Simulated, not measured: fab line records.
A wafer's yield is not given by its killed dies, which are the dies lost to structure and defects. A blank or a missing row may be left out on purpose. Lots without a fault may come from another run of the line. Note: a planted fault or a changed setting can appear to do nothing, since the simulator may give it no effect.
fab line records	flow nand_harc
[record] lots = 24	wafers = 72	last_day = 34
route steps=1302 shown P_GATE@189 P_CONTACT@233 P_M0@263 P_M1@296
lots with no fault: from the same line, run without faults
start_h: hours from the record's first day to the start of the lot's first wafer shown	wait_h: hours elapsed since this lot's preceding step	" repeats the value in the row above	L1.1+2: a single row standing in for several wafers	- value missing, or start not given	* or withheld: withheld	< > ~ a bound
route shown NAME@n: NAME is a module with steps in the file, n the number in the route of the first one	usual: mean and standard deviation over wafers with no fault	same: alike in all rows	chamber/n: place in a boat	sites: per-site readings	_std_site: how widely they spread, as a standard deviation	_edge_site: the outer-site mean with the inner-site mean subtracted	radius_mm: for every site, how far away it sits from the centre of the wafer	mask NAME#n: copy n	behind: tool/chamber where the wafer was last shaped	hold: the reason the lot was held/the length of the hold in hours/how it ended	device: transistor that didn't switch, given as n, p or np	end of line: the same wafers' tests at the end of the route	a step given without rows: its recipe and nothing more	killed: dies lost to structure and defects at the first sort, not the wafer's yield	map: a wafer's dies, x killed, . not, _ none there
set.NAME: the setting that was run; set.NAME@STEP: the one run at that earlier step	model.NAME: the simulator's own value behind a step, which no gauge read
a sample of lots followed through the steps of the route, with each step as a table and each wafer as a row
services: when a tool's chamber went out of use (start_h, in hours from the record's first day, below 0 if earlier), for how many hours, and the reason
[[steps]]
[step NHARC_P_GATE_STRIP_112]
[recipe] power_w = 1500	temp_c = 110	time_s = 200	chemistry = N2/H2
[usual] drypump_motor_current_A = 5.2/0.39	heater_power_w = 89/3.8
lot.wafer	tool	chamber	start_h	wait_h	drypump_motor_current_A	heater_power_w	rf_hours_counter_h
L074.1	plasma_asher-02	0	107.23	0.2	5.9	87	5
L074.2	"	1	"	"	4.9	92	5
L074.4	"	1	"	"	4.9	95	-
L076.2	plasma_asher-01	0	124.68	0.2	5.0	82	30
L076.1	"	1	"	"	5.1	82	30
L076.4	"	1	"	"	5.1	86	-
L075.1	plasma_asher-01	1	125.53	0.2	5.1	86	30
L075.2	"	0	"	"	4.9	82	30
L075.5	"	0	"	"	4.9	83	-
L077.1	plasma_asher-02	1	137.51	0.2	4.9	92	10
L077.2	"	0	"	"	5.9	89	10
L077.4	"	0	"	"	5.9	89	-
L078.2	plasma_asher-02	0	150.47	0.2	5.9	88	13
L078.4	"	1	"	"	4.9	95	-
L078.5	"	1	"	"	4.9	96	-
L079.1	plasma_asher-02	0	155.36	0.2	5.9	89	15
L079.2	"	1	"	"	4.9	94	15
L079.4	"	0	"	"	5.9	87	-
L080.2	plasma_asher-02	1	166.17	0.2	4.9	94	16
L080.3	"	0	"	"	5.9	86	-
L080.5	"	0	"	"	5.9	88	-
L081.4	plasma_asher-02	0	184.79	0.2	5.9	89	-
L081.6	"	0	"	"	5.9	88	-
L081.5	"	1	"	"	4.9	95	-
L083.2	plasma_asher-01	1	200.67	0.2	5.1	90	4
L083.3	"	0	"	"	4.9	87	-
L083.5	"	1	"	"	5.1	91	-
L082.4	plasma_asher-02	0	201.48	0.2	5.9	90	-
L082.6	"	0	"	"	5.9	90	-
L082.5	"	1	"	"	4.9	93	-
L084.1	plasma_asher-01	1	212.51	0.2	5.1	86	6
L084.2	"	0	"	"	5.0	85	6
L084.6	"	0	"	"	5.0	82	-
L085.2	plasma_asher-02	1	225.60	0.2	4.9	94	27
L085.3	"	0	"	"	5.9	87	-
L085.6	"	1	"	"	5.0	95	-
L086.1	plasma_asher-01	1	231.01	0.2	5.0	90	9
L086.4	"	1	"	"	5.1	88	-
L086.3	"	0	"	"	5.0	86	-
L087.4	plasma_asher-01	1	237.49	0.2	5.1	89	-
L087.5	"	0	"	"	5.0	86	-
L087.6	"	1	"	"	5.1	87	-
L089.2	plasma_asher-01	0	254.18	0.2	4.9	83	16
L089.1	"	1	"	"	5.0	87	16
L089.4	"	0	"	"	4.9	87	-
L088.2	plasma_asher-01	1	254.56	0.3	5.1	88	16
L088.4	"	1	"	"	5.0	86	-
L088.5	"	0	"	"	4.9	86	-
L090.1	plasma_asher-01	0	272.53	0.2	4.9	86	21
L090.4	"	1	"	"	5.1	87	-
L090.3	"	0	"	"	4.9	87	-
L091.2	plasma_asher-02	1	286.86	0.2	4.9	90	5
L091.3	"	1	"	"	4.9	88	-
L091.6	"	0	"	"	5.9	96	-
L092.2	plasma_asher-01	1	291.44	0.2	5.1	87	24
L092.3	"	0	"	"	4.9	87	-
L092.5	"	1	"	"	5.1	88	-
L093.2	plasma_asher-02	0	304.74	0.2	5.9	97	7
L093.3	"	1	"	"	4.9	89	-
L093.6	"	0	"	"	5.9	96	-
L094.1	plasma_asher-01	0	310.01	0.2	4.9	84	28
L094.4	"	1	"	"	5.0	87	-
L094.3	"	0	"	"	4.9	87	-
L095.2	plasma_asher-01	0	322.07	0.2	4.9	85	30
L095.4	"	0	"	"	5.0	84	-
L095.5	"	1	"	"	5.1	89	-
L096.2	plasma_asher-01	0	330.48	0.2	4.9	85	33
L096.4	"	0	"	"	4.9	85	-
L096.6	"	0	"	"	5.0	84	-
L097.1	plasma_asher-02	0	346.76	0.4	5.9	96	17
L097.3	"	0	"	"	5.9	96	-
L097.5	"	1	"	"	4.9	87	-
[step NHARC_P_CONTACT_OVL_MEAS_13]
[usual] overlay_x_nm = -0.2/0.88	overlay_y_nm = -0.1/1
lot.wafer	tool	chamber	start_h	wait_h	overlay_x_nm	overlay_y_nm
L074.1	overlay-02	-	113.23	-	-0.8	1.6
L074.2	"	-	"	"	-0.6	1.7
L074.4	"	-	"	"	-0.8	1.2
L076.1	overlay-02	-	130.65	-	-0.9	0.4
L076.2	"	-	"	"	-1.4	1.0
L076.4	"	-	"	"	-0.3	0.5
L075.1	overlay-01	-	131.50	-	0.5	-0.2
L075.2	"	-	"	"	0.1	-0.5
L075.5	"	-	"	"	0.5	-0.7
L077.1	overlay-02	-	143.67	-	1.0	-0.5
L077.2	"	-	"	"	-0.3	-0.2
L077.4	"	-	"	"	0.7	-0.5
L078.2	overlay-01	-	156.41	-	-1.3	-0.7
L078.4	"	-	"	"	-1.1	-0.8
L078.5	"	-	"	"	-1.2	-0.1
L079.1	overlay-01	-	161.41	-	-0.9	-0.9
L079.2	"	-	"	"	-0.7	-1.1
L079.4	"	-	"	"	-1.0	-1.1
L080.2	overlay-02	-	172.16	-	0.6	-2.0
L080.3	"	-	"	"	0.4	-1.3
L080.5	"	-	"	"	0.9	-1.7
L081.4	overlay-02	-	190.64	-	0.3	0.6
L081.5	"	-	"	"	0.6	1.4
L081.6	"	-	"	"	0.6	0.6
L083.2	overlay-02	-	206.40	-	-0.3	0.7
L083.3	"	-	"	"	-0.4	0.6
L083.5	"	-	"	"	-0.6	0.8
L082.4	overlay-01	-	207.34	-	-2.4	0.5
L082.5	"	-	"	"	-1.4	0.2
L082.6	"	-	"	"	-2.0	-0.1
L084.1	overlay-01	-	218.45	-	0.3	-1.8
L084.2	"	-	"	"	0.5	-1.6
L084.6	"	-	"	"	0.1	-1.8
L085.2	overlay-02	-	231.53	-	-1.0	-0.5
L085.3	"	-	"	"	-0.9	-0.9
L085.6	"	-	"	"	-1.2	-0.5
L086.1	overlay-02	-	236.96	-	0.9	-0.7
L086.3	"	-	"	"	0.6	-0.6
L086.4	"	-	"	"	0.2	-0.7
L087.4	overlay-01	-	243.32	-	-1.7	0.1
L087.5	"	-	"	"	-1.6	0.3
L087.6	"	-	"	"	-0.8	0.4
L089.1	overlay-02	-	260.17	-	0.6	-0.3
L089.2	"	-	"	"	0.5	-0.4
L089.4	"	-	"	"	0.2	-0.2
L088.2	overlay-02	-	261.05	-	0.3	0.2
L088.4	"	-	"	"	0.1	1.3
L088.5	"	-	"	"	0.8	-0.2
L090.1	overlay-02	-	278.39	-	-1.8	-0.5
L090.3	"	-	"	"	-1.6	-0.5
L090.4	"	-	"	"	-1.6	-0.6
L091.2	overlay-01	-	292.84	-	0.8	-0.3
L091.3	"	-	"	"	0.1	-0.1
L091.6	"	-	"	"	0.1	0.0
L092.2	overlay-01	-	297.62	-	0.2	-0.2
L092.3	"	-	"	"	0.5	-0.1
L092.5	"	-	"	"	0.4	-0.1
L093.2	overlay-01	-	310.95	-	0.6	-2.4
L093.3	"	-	"	"	0.5	-2.2
L093.6	"	-	"	"	0.7	-2.4
L094.1	overlay-02	-	316.08	-	0.4	0.7
L094.3	"	-	"	"	0.5	0.3
L094.4	"	-	"	"	0.4	1.1
L095.2	overlay-02	-	327.91	-	0.1	0.6
L095.4	"	-	"	"	0.4	0.7
L095.5	"	-	"	"	-0.4	0.6
L096.2	overlay-01	-	336.29	-	-0.6	1.1
L096.4	"	-	"	"	-0.7	1.8
L096.6	"	-	"	"	-0.4	1.6
L097.1	overlay-02	-	352.69	-	1.0	0.2
L097.3	"	-	"	"	0.4	0.2
L097.5	"	-	"	"	0.8	0.3
[step NHARC_P_CONTACT_STRIP_28]
[recipe] o2_flow_sccm = 500	ar_flow_sccm = 0	bias_w = 0	chemistry = O2
[usual] drypump_motor_current_A = 5.7/0.45	oes_product_au = 1.001/0.01	rf_vpp_V = 57.7/0.93	showerhead_plenum_p_Torr = 3.51/0.14	throttle_valve_pct = 17.037/0.0094
lot.wafer	tool	chamber	start_h	wait_h	drypump_motor_current_A	oes_product_au	rf_hours_counter_h	rf_vpp_V	showerhead_plenum_p_Torr	throttle_valve_pct
L074.4	rie_diel-13	2	114.27	0.1	5.5	1.006	7.5	57.3	3.36	17.025
L074.2	"	3	"	"	6.5	1.012	7.1	57.8	3.46	17.024
L074.1	"	0	"	"	6.3	1.023	6.3	57.4	3.70	17.033
L076.1	rie_diel-03	3	131.71	0.1	6.1	1.014	0.9	59.6	3.53	17.046
L076.4	"	0	"	"	4.9	0.989	0.9	57.2	3.48	17.050
L076.2	"	1	"	"	5.3	0.988	0.7	57.1	3.42	17.050
L075.2	rie_diel-03	1	132.56	0.1	5.3	1.001	0.8	56.2	3.42	17.037
L075.1	"	2	"	"	5.7	0.995	0.8	59.0	3.41	17.042
L075.5	"	1	"	"	5.3	1.003	-	56.5	3.42	17.040
L077.1	rie_diel-03	3	144.71	0.1	6.1	0.996	1.0	58.7	3.53	17.029
L077.4	"	0	"	"	4.9	1.003	1.0	57.4	3.48	17.026
L077.2	"	2	"	"	5.6	0.999	0.8	58.0	3.41	17.046
L078.4	rie_diel-12	1	157.47	0.1	5.6	1.002	1.3	59.0	3.75	17.021
L078.2	"	2	"	"	5.6	0.995	1.6	57.9	3.71	17.048
L078.5	"	0	"	"	5.9	0.999	-	58.5	3.79	17.036
L079.1	rie_diel-03	1	162.47	0.1	5.3	0.989	1.3	57.6	3.42	17.050
L079.2	"	2	"	"	5.7	1.013	1.4	57.4	3.41	17.028
L079.4	"	3	"	"	6.1	1.014	1.6	58.2	3.53	17.041
L080.2	rie_diel-03	0	173.20	0.1	4.9	1.005	1.6	59.5	3.48	17.041
L080.3	"	2	"	"	5.7	1.013	1.5	59.7	3.41	17.022
L080.5	"	0	"	"	5.0	1.006	-	57.4	3.48	17.024
L081.4	rie_diel-03	2	191.70	0.1	5.7	1.016	1.7	58.0	3.41	17.046
L081.5	"	1	"	"	5.4	0.997	-	57.9	3.42	17.040
L081.6	"	2	"	"	5.7	1.012	-	57.9	3.41	17.030
L083.3	rie_diel-03	2	207.45	0.1	5.6	1.004	1.9	57.1	3.41	17.040
L083.2	"	0	"	"	4.9	1.002	2.2	57.6	3.48	17.040
L083.5	"	2	"	"	5.6	1.010	-	57.0	3.41	17.037
L082.4	rie_diel-03	0	208.43	0.1	4.9	0.989	2.3	57.7	3.48	17.038
L082.6	"	1	"	"	5.4	0.993	-	58.8	3.42	17.039
L082.5	"	2	"	"	5.6	1.007	-	57.8	3.41	17.037
L084.2	rie_diel-12	3	219.50	0.1	6.2	1.013	3.7	56.8	3.32	17.036
L084.1	"	1	"	"	5.7	1.011	3.9	58.7	3.75	17.039
L084.6	"	3	"	"	6.2	1.019	-	56.8	3.32	17.044
L085.3	rie_diel-03	3	232.59	0.1	6.1	1.018	2.7	57.1	3.53	17.036
L085.2	"	1	"	"	5.3	0.997	2.6	58.7	3.42	17.040
L085.6	"	2	"	"	5.7	1.016	-	57.8	3.41	17.040
L086.1	rie_diel-03	3	238.01	0.1	6.1	1.019	2.8	58.2	3.53	17.042
L086.4	"	0	"	"	4.9	1.013	2.8	58.2	3.48	17.032
L086.3	"	2	"	"	5.7	1.012	2.6	57.5	3.41	17.033
L087.4	rie_diel-13	0	244.39	0.1	6.3	0.980	4.4	58.1	3.69	17.041
L087.6	"	2	"	"	5.5	0.999	-	57.8	3.36	17.014
L087.5	"	3	"	"	6.5	1.007	-	57.9	3.45	17.030
L089.4	rie_diel-12	2	261.23	0.1	5.6	1.001	4.9	58.5	3.71	17.051
L089.2	"	3	"	"	6.2	0.994	4.8	57.7	3.31	17.032
L089.1	"	0	"	"	5.9	0.998	4.9	59.4	3.79	17.029
L088.2	rie_diel-03	0	262.09	0.1	5.0	0.999	3.5	57.5	3.48	17.042
L088.4	"	2	"	"	5.7	1.004	3.4	57.6	3.41	17.017
L088.5	"	1	"	"	5.3	0.998	-	56.0	3.42	17.054
L090.4	rie_diel-03	1	279.44	0.1	5.3	1.001	3.7	57.6	3.42	17.024
L090.1	"	3	"	"	6.1	1.006	3.7	58.9	3.53	17.049
L090.3	"	0	"	"	4.9	0.990	3.8	56.5	3.48	17.039
L091.2	rie_diel-12	2	293.88	0.1	5.6	0.982	0.5	57.5	3.71	17.029
L091.3	"	3	"	"	6.2	0.988	0.7	56.9	3.31	17.030
L091.6	"	2	"	"	5.6	0.988	-	56.8	3.71	17.045
L092.3	rie_diel-13	2	298.67	0.1	5.6	1.008	6.6	57.0	3.36	17.053
L092.2	"	1	"	"	6.2	0.993	6.6	56.9	3.55	17.018
L092.5	"	2	"	"	5.5	0.999	-	57.5	3.36	17.043
L093.2	rie_diel-03	0	311.99	0.1	4.9	1.006	0.7	57.3	3.48	17.044
L093.3	"	1	"	"	5.3	0.994	0.6	58.3	3.42	17.038
L093.6	"	0	"	"	4.9	1.005	-	56.7	3.48	17.037
L094.3	rie_diel-12	1	317.13	0.1	5.7	1.017	1.6	58.1	3.75	17.047
L094.4	"	3	"	"	6.2	0.999	1.4	58.7	3.31	17.016
L094.1	"	0	"	"	5.9	0.995	1.5	57.1	3.79	17.027
L095.4	rie_diel-13	1	328.98	0.1	6.2	0.995	8.7	56.5	3.54	17.038
L095.2	"	2	"	"	5.5	0.990	8.5	56.9	3.36	17.021
L095.5	"	3	"	"	6.5	1.007	-	59.3	3.45	17.030
L096.4	rie_diel-12	3	337.47	0.1	6.2	0.977	1.7	58.4	3.31	17.043
L096.2	"	2	"	"	5.6	0.993	1.9	56.8	3.71	17.041
L096.6	"	0	"	"	6.0	0.988	-	57.3	3.79	17.046
L097.3	rie_diel-13	0	353.88	0.1	6.2	0.995	0.4	58.4	3.69	17.049
L097.1	"	1	"	"	6.2	1.005	0.4	57.3	3.54	17.038
L097.5	"	2	"	"	5.5	1.008	-	57.0	3.36	17.045
[step NHARC_P_M0_CD_MEAS_09]
[recipe] target_cd_nm = 90	landing_energy_ev = 500
[usual] cd_nm = 90.2/0.69
lot.wafer	tool	chamber	start_h	wait_h	cd_nm
L074.1	cd_sem-01	0	117.21	-	91.3
L074.2	"	0	"	"	90.9
L074.4	"	0	"	"	91.4
L076.1	cd_sem-02	0	134.79	-	90.5
L076.2	"	0	"	"	90.7
L076.4	"	0	"	"	91.5
L075.1	cd_sem-03	0	135.99	-	90.6
L075.2	"	0	"	"	91.1
L075.5	"	0	"	"	91.8
L077.1	cd_sem-01	0	147.66	-	91.2
L077.2	"	0	"	"	90.3
L077.4	"	0	"	"	90.3
L078.2	cd_sem-01	0	160.35	-	91.8
L078.4	"	0	"	"	91.0
L078.5	"	0	"	"	91.1
L079.1	cd_sem-03	0	165.37	-	89.4
L079.2	"	0	"	"	90.4
L079.4	"	0	"	"	89.6
L080.2	cd_sem-02	0	176.24	-	90.0
L080.3	"	0	"	"	89.8
L080.5	"	0	"	"	90.2
L081.4	cd_sem-02	0	194.78	-	90.5
L081.5	"	0	"	"	90.7
L081.6	"	0	"	"	90.3
L083.2	cd_sem-03	0	210.48	-	90.3
L083.3	"	0	"	"	90.1
L083.5	"	0	"	"	89.6
L082.4	cd_sem-03	0	211.43	-	90.5
L082.5	"	0	"	"	89.7
L082.6	"	0	"	"	91.2
L084.1	cd_sem-03	0	222.52	-	89.6
L084.2	"	0	"	"	90.3
L084.6	"	0	"	"	90.1
L085.2	cd_sem-01	0	235.61	-	89.1
L085.3	"	0	"	"	89.5
L085.6	"	0	"	"	89.8
L086.1	cd_sem-02	0	241.03	-	90.1
L086.3	"	0	"	"	90.2
L086.4	"	0	"	"	89.6
L087.4	cd_sem-01	0	247.73	-	89.1
L087.5	"	0	"	"	88.6
L087.6	"	0	"	"	90.1
L089.1	cd_sem-03	0	264.24	-	90.3
L089.2	"	0	"	"	89.9
L089.4	"	0	"	"	89.4
L088.2	cd_sem-03	0	265.01	-	90.2
L088.4	"	0	"	"	88.9
L088.5	"	0	"	"	89.9
L090.1	cd_sem-03	0	282.64	-	90.5
L090.3	"	0	"	"	90.1
L090.4	"	0	"	"	89.5
L091.2	cd_sem-02	0	297.23	-	89.9
L091.3	"	0	"	"	89.2
L091.6	"	0	"	"	90.4
L092.2	cd_sem-03	0	301.71	-	89.3
L092.3	"	0	"	"	89.1
L092.5	"	0	"	"	90.1
L093.2	cd_sem-03	0	315.02	-	90.5
L093.3	"	0	"	"	90.2
L093.6	"	0	"	"	91.3
L094.1	cd_sem-02	0	320.17	-	90.0
L094.3	"	0	"	"	89.8
L094.4	"	0	"	"	91.4
L095.2	cd_sem-03	0	331.98	-	89.6
L095.4	"	0	"	"	90.1
L095.5	"	0	"	"	89.7
L096.2	cd_sem-01	0	340.51	-	90.3
L096.4	"	0	"	"	90.8
L096.6	"	0	"	"	89.6
L097.1	cd_sem-01	0	357.00	-	89.8
L097.3	"	0	"	"	89.7
L097.5	"	0	"	"	90.6
[step NHARC_P_M0_DEGAS_28]
[recipe] temp_c = 250	time_s = 60
[usual] heater_power_w = 327/20
lot.wafer	tool	chamber	start_h	wait_h	heater_power_w
L074.2	pvd_sputter-02	-	118.37	-	312
L074.4	"	-	"	"	309
L074.1	"	-	"	"	302
L076.1	pvd_sputter-02	-	135.89	-	309
L076.4	"	-	"	"	341
L076.2	"	-	"	"	301
L075.2	pvd_sputter-03	-	137.11	-	360
L075.1	"	-	"	"	335
L075.5	"	-	"	"	334
L077.1	pvd_sputter-02	-	148.80	-	305
L077.2	"	-	"	"	347
L077.4	"	-	"	"	318
L078.4	pvd_sputter-01	-	161.45	-	327
L078.2	"	-	"	"	342
L078.5	"	-	"	"	294
L079.1	pvd_sputter-03	-	166.47	-	326
L079.4	"	-	"	"	361
L079.2	"	-	"	"	347
L080.2	pvd_sputter-01	-	177.35	-	299
L080.3	"	-	"	"	332
L080.5	"	-	"	"	324
L081.4	pvd_sputter-02	-	195.89	-	305
L081.5	"	-	"	"	310
L081.6	"	-	"	"	310
L083.2	pvd_sputter-01	-	212.52	-	327
L083.3	"	-	"	"	345
L083.5	"	-	"	"	286
L082.4	pvd_sputter-02	-	213.05	-	308
L082.6	"	-	"	"	306
L082.5	"	-	"	"	304
L084.1	pvd_sputter-02	-	223.72	-	348
L084.2	"	-	"	"	307
L084.6	"	-	"	"	352
L085.3	pvd_sputter-02	-	236.72	-	310
L085.2	"	-	"	"	305
L085.6	"	-	"	"	348
L086.1	pvd_sputter-01	-	242.14	-	294
L086.3	"	-	"	"	327
L086.4	"	-	"	"	348
L087.4	pvd_sputter-02	-	248.83	-	308
L087.5	"	-	"	"	313
L087.6	"	-	"	"	312
L089.2	pvd_sputter-03	-	265.45	-	345
L089.4	"	-	"	"	333
L089.1	"	-	"	"	329
L088.2	pvd_sputter-01	-	266.24	-	293
L088.4	"	-	"	"	347
L088.5	"	-	"	"	293
L090.1	pvd_sputter-01	-	283.75	-	347
L090.4	"	-	"	"	291
L090.3	"	-	"	"	335
L091.2	pvd_sputter-03	-	298.46	-	342
L091.3	"	-	"	"	334
L091.6	"	-	"	"	339
L092.2	pvd_sputter-01	-	302.90	-	342
L092.3	"	-	"	"	348
L092.5	"	-	"	"	294
L093.3	pvd_sputter-01	-	316.23	-	293
L093.2	"	-	"	"	351
L093.6	"	-	"	"	345
L094.4	pvd_sputter-03	-	321.28	-	326
L094.3	"	-	"	"	336
L094.1	"	-	"	"	362
L095.4	pvd_sputter-01	-	333.09	-	282
L095.2	"	-	"	"	340
L095.5	"	-	"	"	338
L096.2	pvd_sputter-01	-	341.65	-	345
L096.4	"	-	"	"	337
L096.6	"	-	"	"	331
L097.1	pvd_sputter-03	-	358.64	-	325
L097.3	"	-	"	"	338
L097.5	"	-	"	"	345
[step NHARC_P_M1_OVL_MEAS_10]
[recipe] pitch_nm = 260
[usual] overlay_x_nm = -0.1/0.98	overlay_y_nm = 0.0/0.91
lot.wafer	tool	chamber	start_h	wait_h	overlay_x_nm	overlay_y_nm
L074.1	overlay-02	-	121.41	-	0.8	0.1
L074.2	"	-	"	"	0.6	1.0
L074.4	"	-	"	"	1.1	0.1
L076.1	overlay-02	-	138.80	-	1.1	0.9
L076.2	"	-	"	"	1.3	0.2
L076.4	"	-	"	"	1.0	1.0
L075.1	overlay-02	-	140.12	-	-1.1	-0.6
L075.2	"	-	"	"	-1.6	0.0
L075.5	"	-	"	"	-1.6	-0.3
L077.1	overlay-02	-	152.14	-	-0.6	-0.5
L077.2	"	-	"	"	-0.2	-0.4
L077.4	"	-	"	"	0.1	0.3
L078.2	overlay-02	-	164.49	-	0.2	2.0
L078.4	"	-	"	"	0.4	1.9
L078.5	"	-	"	"	0.5	2.4
L079.1	overlay-02	-	169.67	-	1.4	-1.3
L079.2	"	-	"	"	0.5	-1.5
L079.4	"	-	"	"	1.4	-1.0
L080.2	overlay-02	-	180.37	-	0.9	-0.3
L080.3	"	-	"	"	1.5	-0.1
L080.5	"	-	"	"	1.5	-0.2
L081.4	overlay-02	-	198.89	-	-2.0	0.0
L081.5	"	-	"	"	-2.1	0.2
L081.6	"	-	"	"	-1.6	-0.7
L083.2	overlay-02	-	215.58	-	-0.6	-0.4
L083.3	"	-	"	"	-1.3	-0.2
L083.5	"	-	"	"	-1.1	0.0
L082.4	overlay-01	-	216.08	-	0.0	1.1
L082.5	"	-	"	"	0.0	0.7
L082.6	"	-	"	"	-0.3	0.9
L084.1	overlay-01	-	226.79	-	-0.7	1.3
L084.2	"	-	"	"	-0.4	1.2
L084.6	"	-	"	"	0.2	1.3
L085.2	overlay-02	-	239.63	-	-0.7	-0.3
L085.3	"	-	"	"	-0.3	0.0
L085.6	"	-	"	"	-0.7	-0.9
L086.1	overlay-02	-	245.10	-	-0.4	-0.2
L086.3	"	-	"	"	0.1	0.5
L086.4	"	-	"	"	0.1	0.0
L087.4	overlay-02	-	252.22	-	0.7	-2.6
L087.5	"	-	"	"	1.0	-2.4
L087.6	"	-	"	"	1.0	-2.3
L089.1	overlay-01	-	268.50	-	-0.3	1.4
L089.2	"	-	"	"	-0.2	0.9
L089.4	"	-	"	"	-0.2	1.1
L088.2	overlay-02	-	269.11	-	-1.0	0.8
L088.4	"	-	"	"	-1.3	0.4
L088.5	"	-	"	"	-0.3	0.7
L090.1	overlay-02	-	286.80	-	-0.6	-0.1
L090.3	"	-	"	"	-0.1	-0.5
L090.4	"	-	"	"	-0.3	-0.2
L091.2	overlay-01	-	301.69	-	1.7	0.3
L091.3	"	-	"	"	1.6	0.7
L091.6	"	-	"	"	2.0	0.1
L092.2	overlay-02	-	305.78	-	-1.8	0.4
L092.3	"	-	"	"	-1.1	1.0
L092.5	"	-	"	"	-1.6	0.5
L093.2	overlay-01	-	319.25	-	0.4	-0.5
L093.3	"	-	"	"	0.9	-0.8
L093.6	"	-	"	"	-0.2	-0.7
L094.1	overlay-02	-	324.16	-	-0.9	0.1
L094.3	"	-	"	"	-0.9	0.2
L094.4	"	-	"	"	-0.8	-0.1
L095.2	overlay-01	-	336.00	-	0.7	-0.3
L095.4	"	-	"	"	1.0	-1.2
L095.5	"	-	"	"	0.9	-0.4
L096.2	overlay-02	-	344.69	-	-0.1	-0.4
L096.4	"	-	"	"	-0.1	-0.6
L096.6	"	-	"	"	0.1	0.2
L097.1	overlay-01	-	361.93	-	-0.2	0.1
L097.3	"	-	"	"	0.2	0.0
L097.5	"	-	"	"	-0.3	0.3
[[services]]
tool	chamber	start_h	hours	kind
pvd_sputter-03	-	84.95	2.9	repair
rie_diel-12	-	91.40	9.0	pm
pvd_sputter-02	-	104.01	10.0	pm
rie_diel-03	-	104.37	9.0	pm
rie_diel-12	1	106.38	10.3	repair
pvd_sputter-03	-	149.18	7.5	repair
plasma_asher-01	-	165.20	9.0	pm
pvd_sputter-03	-	170.03	10.0	pm
pvd_sputter-03	-	203.42	1.3	repair
plasma_asher-02	-	249.32	9.0	pm
pvd_sputter-03	-	250.75	5.1	repair
pvd_sputter-01	-	256.83	0.7	repair
rie_diel-12	-	268.40	9.0	pm
rie_diel-03	-	281.37	9.0	pm
pvd_sputter-02	-	282.01	10.0	pm
pvd_sputter-01	-	284.48	3.6	repair
plasma_asher-02	-	285.55	1.2	repair
rie_diel-03	1	293.91	5.2	repair
pvd_sputter-02	-	308.49	8.9	repair
rie_diel-12	-	314.29	0.8	repair
pvd_sputter-03	-	314.35	4.1	repair
plasma_asher-01	-	342.20	9.0	pm
rie_diel-03	-	342.98	0.5	repair
pvd_sputter-03	-	348.03	10.0	pm
[[key]]
fault none
